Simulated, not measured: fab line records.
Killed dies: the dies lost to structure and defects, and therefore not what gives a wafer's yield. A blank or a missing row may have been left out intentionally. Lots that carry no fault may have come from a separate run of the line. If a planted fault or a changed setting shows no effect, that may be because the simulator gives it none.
Matching of chambers -- flow n5_finfet -- 4 sister chambers for N5_BEOL_M13_ETCH_68 on rie_diel-02
The step etches SOC in N2/H2, time 355 s. 4 wafers are shown with their chamber, then 7 later ones without.

== EACH WAFER AND ITS CHAMBER ==
wafer,chamber,showerhead_plenum_p_Torr (Torr)
L089.2,3,2.52
L089.3,1,2.66
L089.4,0,2.59
L089.5,2,2.43

== WAFERS MISSING THEIR CHAMBER ==
wafer,showerhead_plenum_p_Torr (Torr)
L089.6,2.66
L087.3,2.66
L087.4,2.52
L087.6,2.52
L096.1,2.51
L096.2,2.66
L096.5,2.51

== EACH ONE'S CHAMBER ==
wafer,from the rows above,in truth
L089.6,1,1
L087.3,1,1
L087.4,3,3
L087.6,3,3
L096.1,3,3
L096.2,1,1
L096.5,3,3
7 of 7 placed correctly. Number that these rows cannot place: 0. Placed wrongly: 0.
How it was worked out, from the rows above alone: a wafer's distance from a chamber is the root of the sum, over the readings, of the square of ((its reading less the chamber's mean) divided by the reading's scatter). The wafer belongs to the nearest chamber; if the next one is less than 2 further off, it can't be placed. The mean given for a chamber averages the wafers shown for that chamber. The scatter: with one shown wafer a chamber, the root of the mean of the squares of how far each hidden wafer lies from its nearest shown one.
